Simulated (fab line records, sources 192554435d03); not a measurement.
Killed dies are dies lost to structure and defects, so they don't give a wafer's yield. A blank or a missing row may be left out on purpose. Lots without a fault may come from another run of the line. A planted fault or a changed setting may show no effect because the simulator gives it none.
fab line records | flow n5_finfet
record lots=7 wafers=18 last_day=17
route steps=1938 shown SDB@349 BEOL_M4@1111 PASSIVATION@1936
lots that met no fault: from a run of the same line without faults
start_h: hours from the record's first day to the start of the lot's first wafer shown | wait_h: hours since the lot's step before | " the same as in the row above | L1.1+2: a row that stands for several wafers | - no value, or no start given | * or withheld: withheld | < > ~ a bound
route shown NAME@n: a module of which the file shows steps, and the number in the route of the first | usual: mean/standard deviation of fault-free wafers | same: alike in all rows | chamber/n: place in a boat | sites: the reading at each site | _std_site: their standard deviation | _edge_site: outer sites' mean less inner sites' | radius_mm: how far each site lies from the wafer's centre | mask NAME#n: copy n | behind: the tool/chamber that last shaped the wafer | hold: why the lot was held/for how many hours/how that ended | device: the transistor (n, p or np) that didn't switch | end of line: the same wafers' tests at the end of the route | a step without rows: its recipe alone | killed: dies lost to structure and defects at the first sort, not the wafer's yield | map: a wafer's dies, x killed, . not, _ none there
set.NAME: the setting as run; set.NAME@STEP: as run at that earlier step | model.NAME: the simulator's own value behind a step, which no gauge read
lots at some steps of the route; a table a step, a row a wafer
services: from which hour (start_h, from the record's first day; less than 0 if before it) a tool's chamber was out of use, for how many hours, and why
## steps
# step N5_SDB_COAT_04
# recipe resist=SiARC temp_c=220 time_s=60 spin_rpm=1500 resist_thk_nm=18
# step N5_SDB_COAT_05
# recipe resist=CAR-ArF spin_rpm=1500 resist_thk_nm=90
# step N5_SDB_EBR_07
# recipe solvent=PGMEA ebr_width_mm=1.5
# step N5_SDB_SOFTBAKE_06
# recipe temp_c=110 time_s=60 resist=CAR-ArF
# step N5_SDB_EXPOSE_08
# recipe mask_id=SDB na=1.35 source_shape=conventional sigma_outer=0.5 polarization=unpolarized dose_mj=49.6
# step N5_SDB_PEB_09
# recipe peb_temp_c=withheld peb_time_s=60 resist=CAR-ArF
# step N5_SDB_DEVELOP_10
# recipe develop_time_s=30 developer=TMAH resist=CAR-ArF rinse_liquid=diw dry=air_spin dev_temp_c=23
# step N5_SDB_CD_MEAS_11
# recipe target_cd_nm=50 landing_energy_ev=500 detector=se_inlens polarity=opening
# usual cd_nm=50.0/1.1
# columns lot.wafer tool chamber start_h wait_h cd_nm
L218.2 cd_sem-01 0 95.32 - 49.4
L218.4 " 0 " " 49.3
L218.6 " 0 " " 48.8
L222.2 cd_sem-03 0 119.72 - 49.4
L222.3 " 0 " " 51.1
L222.6 " 0 " " 51.6
L227.3 cd_sem-01 0 154.03 - 50.4
L227.4 " 0 " " 48.3
L229.1 cd_sem-01 0 161.53 - 49.4
L229.4 " 0 " " 49.2
L230.1 cd_sem-01 0 168.25 - 50.6
L230.4 " 0 " " 48.8
L233.1 cd_sem-02 0 184.12 - 49.7
L233.5 " 0 " " 50.6
L233.6 " 0 " " 49.3
L236.1 cd_sem-03 0 208.49 - 52.1
L236.3 " 0 " " 49.8
L236.6 " 0 " " 49.9
# step N5_SDB_OVL_MEAS_12
# recipe points_per_wafer=44
# usual SDB_OVL=0.4/0.77
# columns lot.wafer tool chamber start_h wait_h SDB_OVL[nm]
L218.2 overlay-02 0 95.35 0.0 0.5
L218.4 " 0 " " 1.1
L218.6 " 0 " " 0.5
L222.2 overlay-01 0 119.75 0.0 0.9
L222.3 " 0 " " -1.1
L222.6 " 0 " " 0.0
L227.3 overlay-02 0 154.06 0.0 1.0
L227.4 " 0 " " -0.1
L229.1 overlay-02 0 161.56 0.0 0.2
L229.4 " 0 " " -0.4
L230.1 overlay-01 0 168.28 0.0 0.7
L230.4 " 0 " " 0.4
L233.1 overlay-01 0 184.15 0.0 0.6
L233.5 " 0 " " -0.3
L233.6 " 0 " " -0.5
L236.1 overlay-01 0 208.52 0.0 1.1
L236.3 " 0 " " 0.3
L236.6 " 0 " " 0.6
# step N5_SDB_INSPECT_13
# recipe mode=adi inspect_instrument=brightfield
# usual raw_defect_count=74/32
# columns lot.wafer tool chamber start_h wait_h raw_defect_count
L218.2 defect_inspect-02 - 95.37 0.0 133
L218.4 " - " " 84
L218.6 " - " " 73
L222.2 defect_inspect-01 - 119.78 0.0 101
L222.3 " - " " 47
L222.6 " - " " 70
L227.3 defect_inspect-01 - 154.09 0.0 88
L227.4 " - " " 45
L229.1 defect_inspect-01 - 161.59 0.0 101
L229.4 " - " " 136
L230.1 defect_inspect-02 - 168.31 0.0 47
L230.4 " - " " 100
L233.1 defect_inspect-02 - 184.17 0.0 113
L233.5 " - " " 112
L233.6 " - " " 57
L236.1 defect_inspect-02 - 208.55 0.0 83
L236.3 " - " " 49
L236.6 " - " " 43
# step N5_SDB_DESCUM_16
# recipe chemistry=O2 time_s=7.9 source_power_w=50 bias_power_w=20 pressure_mtorr=20 rf_frequency_hz=2.712e+07 temp_c=40 resist=CAR-ArF o2_flow_sccm=225
# usual bias_power_w=19.99/0.058 drypump_motor_current_A=5.8/0.37 oes_product_au=0.83/0.11 rf_vpp_V=243.6/1.3 showerhead_plenum_p_Torr=2.13/0.062 throttle_valve_pct=20.48/0.27
# columns lot.wafer tool chamber start_h wait_h bias_power_w drypump_motor_current_A oes_product_au rf_hours_counter_h rf_vpp_V showerhead_plenum_p_Torr throttle_valve_pct
L218.2 rie_diel-06 2 96.24 0.9 20.01 5.7 0.96 8 241.9 2.05 20.21
L218.4 " 1 " " 19.87 6.5 0.69 - 243.1 2.17 21.01
L218.6 " 2 " " 19.92 5.7 0.95 - 241.9 2.05 20.19
L222.2 rie_diel-01 3 119.81 0.0 19.98 5.3 0.95 5 245.8 2.25 20.61
L222.3 " 0 " " 20.06 6.0 0.90 28 244.4 2.23 20.34
L222.6 " 3 " " 19.98 5.3 0.95 - 246.8 2.25 20.61
L227.3 rie_diel-01 2 154.69 0.6 19.93 5.9 0.71 221 243.8 2.17 20.64
L227.4 " 1 " " 19.99 6.1 0.70 244 243.1 2.07 20.70
L229.1 rie_diel-01 2 161.76 0.2 20.00 5.9 0.70 223 243.9 2.17 20.63
L229.4 " 1 " " 19.98 6.1 0.69 246 243.8 2.07 20.72
L230.1 rie_diel-01 1 168.37 0.1 19.95 6.1 0.69 249 243.8 2.07 20.71
L230.4 " 0 " " 20.02 6.0 0.87 44 246.2 2.23 20.37
L233.1 rie_diel-06 1 184.29 0.1 19.98 6.5 0.92 20 244.7 2.15 20.68
L233.5 " 3 " " 20.07 5.4 0.69 - 242.9 2.07 20.73
L233.6 " 2 " " 19.96 5.7 0.88 - 242.6 2.04 20.26
L236.1 rie_diel-06 3 208.58 0.0 20.15 5.4 0.68 215 242.4 2.06 20.74
L236.3 " 2 " " 20.08 5.7 0.88 52 241.9 2.03 20.27
L236.6 " 0 " " 20.09 6.2 0.87 - 241.3 2.05 20.64
# step N5_SDB_ETCH_17
# recipe chemistry=CF4 target=SiARC target_depth_a=234 mask_material=CAR-ArF time_s=39 ion_energy_ev=80 pressure_mtorr=40 source_w=545 bias_w=36 Ar_flow_sccm=100 cf4_flow_sccm=100 ends=cleared
# usual cf4_flow_sccm=100.01/0.29 drypump_motor_current_A=5.8/0.36 etch_rf_on_time_s=39.2/0.72 oes_product_au=0.71/0.09 rf_vpp_V=184.5/1.1 showerhead_plenum_p_Torr=2.17/0.056 throttle_valve_pct=15.6/0.31
# columns lot.wafer tool chamber start_h wait_h cf4_flow_sccm drypump_motor_current_A etch_rf_on_time_s oes_product_au rf_hours_counter_h rf_vpp_V showerhead_plenum_p_Torr throttle_valve_pct
L218.2 rie_diel-06 2 96.27 0.0 100.37 5.7 38.6 0.83 8 181.4 2.10 15.4
L218.4 " 1 " " 99.86 6.5 40.6 0.57 - 183.3 2.19 16.1
L218.6 " 2 " " 100.62 5.7 38.7 0.81 - 183.5 2.10 15.4
L222.2 rie_diel-01 3 119.84 0.0 99.73 5.3 38.1 0.82 5 186.9 2.29 15.6
L222.3 " 0 " " 100.05 6.0 38.4 0.76 28 186.7 2.27 15.4
L222.6 " 3 " " 99.91 5.3 38.2 0.81 - 185.3 2.29 15.6
L227.3 rie_diel-01 2 154.73 0.0 99.96 5.9 39.4 0.60 221 184.3 2.19 15.8
L227.4 " 1 " " 100.07 6.1 39.7 0.60 244 183.8 2.10 15.8
L229.1 rie_diel-01 2 161.79 0.0 100.02 5.9 39.0 0.61 223 185.4 2.19 15.7
L229.4 " 1 " " 99.74 6.0 39.3 0.59 246 184.7 2.10 15.8
L230.1 rie_diel-01 1 168.41 0.0 100.37 6.1 39.9 0.59 249 183.8 2.10 15.8
L230.4 " 0 " " 99.93 6.0 38.7 0.74 44 185.5 2.26 15.5
L233.1 rie_diel-06 1 184.32 0.0 100.20 6.5 40.0 0.77 20 184.2 2.18 15.7
L233.5 " 3 " " 100.30 5.4 40.0 0.59 - 184.3 2.13 16.0
L233.6 " 2 " " 100.12 5.7 39.0 0.75 - 184.1 2.09 15.4
L236.1 rie_diel-06 3 208.62 0.0 100.17 5.4 40.5 0.57 215 183.0 2.12 16.0
L236.3 " 2 " " 100.23 5.7 39.3 0.73 52 184.5 2.09 15.4
L236.6 " 0 " " 100.40 6.1 38.3 0.75 - 183.4 2.10 15.7
# step N5_SDB_ETCH_18
# recipe chemistry=N2/H2 target=SOC target_depth_a=1000 overetch_a=200 mask_material=SiARC temp_c=40 time_s=150 ion_energy_ev=200 pressure_mtorr=30 source_w=840 bias_w=150 n2_flow_sccm=200 h2_flow_sccm=200
# usual drypump_motor_current_A=5.8/0.37 oes_product_au=0.74/0.09 rf_vpp_V=525.1/2 showerhead_plenum_p_Torr=2.58/0.065 throttle_valve_pct=17.81/0.26
# columns lot.wafer tool chamber start_h wait_h drypump_motor_current_A oes_product_au rf_hours_counter_h rf_vpp_V showerhead_plenum_p_Torr throttle_valve_pct model.SiARC_of_SDB_COAT_04.thk_nm
L218.2 rie_diel-06 2 96.31 0.0 5.7 0.85 8 524.3 2.50 17.75 12.6
L218.4 " 1 " " 6.5 0.61 - 526.1 2.61 18.26 12.8
L218.6 " 2 " " 5.7 0.86 - 520.5 2.50 17.74 12.6
L222.2 rie_diel-01 3 119.88 0.0 5.3 0.84 5 529.5 2.69 17.77 12.8
L222.3 " 0 " " 6.1 0.78 28 528.3 2.71 17.73 12.8
L222.6 " 3 " " 5.3 0.83 - 529.4 2.69 17.80 12.6
L227.3 rie_diel-01 2 154.76 0.0 5.9 0.62 221 527.4 2.61 17.85 12.4
L227.4 " 1 " " 6.1 0.63 244 522.8 2.50 18.11 12.8
L229.1 rie_diel-01 2 161.83 0.0 5.9 0.62 223 525.5 2.61 17.87 12.4
L229.4 " 1 " " 6.1 0.63 246 522.7 2.50 18.10 12.6
L230.1 rie_diel-01 1 168.44 0.0 6.1 0.60 249 521.6 2.50 18.12 12.4
L230.4 " 0 " " 6.0 0.77 44 528.4 2.70 17.76 12.8
L233.1 rie_diel-06 1 184.36 0.0 6.6 0.82 20 526.8 2.59 17.87 12.8
L233.5 " 3 " " 5.4 0.62 - 521.8 2.51 18.17 12.8
L233.6 " 2 " " 5.7 0.79 - 521.5 2.49 17.81 12.6
L236.1 rie_diel-06 3 208.65 0.0 5.4 0.61 215 523.4 2.50 18.19 12.8
L236.3 " 2 " " 5.7 0.78 52 520.9 2.48 17.84 12.8
L236.6 " 0 " " 6.2 0.78 - 521.9 2.48 18.06 12.6
# step N5_SDB_STRIP_19
# recipe chemistry=N2/H2 temp_c=40 n2_flow_sccm=200 h2_flow_sccm=200 rf_frequency_hz=6e+07
# step N5_BEOL_M4_RC_MEAS_101
# usual DIBL_N=36.9/1.7 DIBL_P=37.3/2.3 IOFF_N=0.16/0.033 IOFF_P=0.22/0.04 ION_N=673/12 ION_P=463/8 SS_N=71.6/0.58 SS_P=73.4/0.74 VT_N=250/3.2 VT_P=-250/3.4
# columns lot.wafer tool chamber start_h wait_h DIBL_N[mV/V] DIBL_P[mV/V] IOFF_N[nA/um] IOFF_P[nA/um] ION_N[uA/um] ION_P[uA/um] SS_N[mV/dec] SS_P[mV/dec] VT_N[mV] VT_P[mV]
L218.2 prober-01 0 199.22 0.2 36.1 34.8 0.16 0.18 673 453 71.5 72.3 251 -256
L218.4 " 0 " " 35.4 34.3 0.14 0.18 664 453 71.2 73.9 253 -256
L218.6 " 0 " " 34.9 33.6 0.15 0.17 675 452 70.8 72.5 249 -254
L222.2 prober-01 0 222.26 0.2 36.0 38.8 0.16 0.21 670 461 71.1 73.5 248 -249
L222.3 " 0 " " 36.9 39.7 0.18 0.22 688 464 71.6 74.5 247 -250
L222.6 " 0 " " 35.4 37.6 0.14 0.19 663 458 72.1 73.8 252 -253
L227.3 prober-02 0 255.23 0.3 37.2 36.3 0.17 0.23 685 469 71.6 73.2 247 -248
L227.4 " 0 " " 39.6 40.3 0.22 0.31 704 488 72.5 74.1 245 -246
L229.1 prober-02 0 267.15 0.0 36.6 36.8 0.16 0.22 674 465 72.5 73.8 251 -250
L229.4 " 0 " " 34.0 33.8 0.12 0.17 660 457 71.4 72.9 254 -254
L230.1 prober-01 0 273.88 0.0 37.3 38.6 0.19 0.23 678 463 72.3 73.4 248 -248
L230.4 " 0 " " 36.8 38.4 0.18 0.25 676 463 71.2 73.5 249 -247
L233.1 prober-02 0 304.51 0.0 34.9 34.4 0.13 0.18 676 463 70.8 73.1 253 -254
L233.5 " 0 " " 33.5 33.3 0.11 0.17 658 448 70.9 72.9 257 -256
L233.6 " 0 " " 35.0 35.6 0.16 0.20 693 471 70.9 73.1 248 -255
L236.1 prober-02 0 310.92 0.0 36.1 35.6 0.12 0.18 661 457 71.6 72.2 255 -253
L236.3 " 0 " " 37.0 37.3 0.14 0.21 683 468 70.8 72.8 251 -250
L236.6 " 0 " " 35.4 35.4 0.12 0.18 666 467 71.0 72.0 256 -251
# step N5_PASSIVATION_PROBE_49
# usual defect_limited_yield=91.2/1.3 killed_at_M0_to_M3=34/10 killed_at_M4_up=13/4.6 killed_at_contacts=13/5.5 killed_at_front_end=41/12 killed_at_other=2.8/2.4 killed_dies=104/16 killed_open=67/12 killed_short=33/7.2 sort_bin_5_function=5.1/0.86 sort_bin_6_memory=3.3/0.62 sort_n_pass=1076/16 sort_yield_pct=91.2/1.3
# same gross_dies=1180 killed_at_back_side=0 sort_bin_4_leakage[%]=0 sort_bin_8_speed[%]=0
# columns lot.wafer tool chamber start_h wait_h defect_limited_yield[%] killed_at_M0_to_M3 killed_at_M4_up killed_at_contacts killed_at_front_end killed_at_other killed_dies killed_open killed_short sort_bin_5_function[%] sort_bin_6_memory[%] sort_n_pass sort_yield_pct[%]
L218.2 prober-02 - 317.44 0.1 89.5 23 23 7 63 8 124 85 35 6.4 3.7 1056 89.5
L218.4 prober-02 - 317.54 0.2 91.5 25 8 5 57 5 100 59 28 4.7 2.9 1080 91.5
L218.6 prober-02 - 317.64 0.3 91.7 35 7 11 43 2 98 65 28 5.1 2.8 1082 91.7
L227.3 prober-02 - 359.09 0.1 86.7 46 23 14 72 2 157 90 53 7.6 4.1 1023 86.7
L230.1 prober-02 - 385.30 0.0 90.7 32 13 14 44 7 110 61 44 5.4 3.3 1070 90.7
L230.4 prober-02 - 385.45 0.2 91.9 44 9 10 32 1 96 67 22 4.4 3.3 1084 91.9
# killed by level:class
L218.2 FIN_SAQP:geometric_particle:open=14 FIN_SAQP:geometric_particle:short=12 BEOL_M4:geometric_particle:open=8 DUMMY_GATE:geometric_particle:open=7 STI_FIN_REVEAL:geometric_particle:open=6 BEOL_M3:geometric_particle:open=6 STARTING-WAFER:geometric_particle:short=6 MOL_CONTACT_COAG:geometric_particle:open=5
L218.4 FIN_SAQP:geometric_particle:open=15 FIN_SAQP:geometric_particle:short=8 STI_FIN_REVEAL:geometric_particle:open=7 BEOL_M3:geometric_particle:open=7 GATE_CUT:geometric_particle:short=5 HKMG_FIN:area_etch=5 DUMMY_GATE:geometric_particle:open=4 MOL_CONTACT_COAG:geometric_particle:open=4
L218.6 BEOL_M3:geometric_particle:open=11 FIN_SAQP:geometric_particle:short=8 MOL_CONTACT_COAG:geometric_particle:open=8 FIN_SAQP:geometric_particle:open=7 DUMMY_GATE:geometric_particle:open=7 BEOL_M0_SAQP:geometric_particle:open=6 BEOL_M0_SAQP:geometric_particle:short=6 BEOL_M2:geometric_particle:open=6
L227.3 STI_FIN_REVEAL:geometric_particle:open=25 BEOL_M0_SAQP:geometric_particle:short=18 MOL_CONTACT_COAG:geometric_particle:open=11 HKMG_FIN:area_etch=9 GATE_CUT:geometric_particle:short=8 BEOL_M3:geometric_particle:open=8 BEOL_M0_SAQP:geometric_particle:open=7 BEOL_M1:geometric_particle:open=7
L230.1 FIN_SAQP:geometric_particle:short=14 MOL_CONTACT_COAG:geometric_particle:open=13 FIN_SAQP:geometric_particle:open=6 BEOL_M2:geometric_particle:open=6 BEOL_M4:geometric_particle:open=6 GATE_CUT:geometric_particle:open=5 BEOL_M0_SAQP:geometric_particle:open=5 GATE_CUT:geometric_particle:short=4
L230.4 BEOL_M2:geometric_particle:open=11 BEOL_M1:geometric_particle:open=9 MOL_CONTACT_COAG:geometric_particle:open=7 BEOL_M4:geometric_particle:open=7 FIN_SAQP:geometric_particle:open=6 DUMMY_GATE:geometric_particle:open=6 BEOL_M3:geometric_particle:open=6 BEOL_M3:geometric_particle:short=6
## services
# columns tool chamber start_h hours kind
rie_diel-01 3 85.99 - clean
rie_diel-01 3 85.99 - consumable_replace:focus_ring
rie_diel-01 3 85.99 - consumable_replace:showerhead
rie_diel-01 3 85.99 19.1 scheduled_down
rie_diel-01 3 85.99 19.1 vent_cycle
rie_diel-01 - 86.10 14.6 pm
rie_diel-06 0 89.21 9.2 repair
rie_diel-06 0 98.67 - clean
rie_diel-06 0 98.67 - consumable_replace:focus_ring
rie_diel-06 0 98.67 14.5 scheduled_down
rie_diel-06 0 98.67 14.5 vent_cycle
rie_diel-06 1 113.60 - clean
rie_diel-06 1 113.60 - consumable_replace:focus_ring
rie_diel-06 1 113.60 19.9 scheduled_down
rie_diel-06 1 113.60 19.9 vent_cycle
rie_diel-01 1 172.90 - clean
rie_diel-01 1 172.90 - consumable_replace:focus_ring
rie_diel-01 1 172.90 20.6 scheduled_down
rie_diel-01 1 172.90 20.6 vent_cycle
rie_diel-01 - 189.34 0.3 repair
## key
first_sign none at tools or gauges
model_effect step=N5_SDB_ETCH_18 value=SiARC_of_SDB_COAT_04.thk_nm without=12.8 struck=12.4
met_at N5_SDB_ETCH_18
struck_wafers L227.3,L229.1,L230.1
onset_between 119.88 154.76
fault kind=process_parameter_drift tool=rie_diel-01 chamber=- onset_h=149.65 steps=N5_SDB_ETCH_18 channel=time_s offset=* shape=step end_h=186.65 scope=struck_wafers_only acts_in=* stated=*
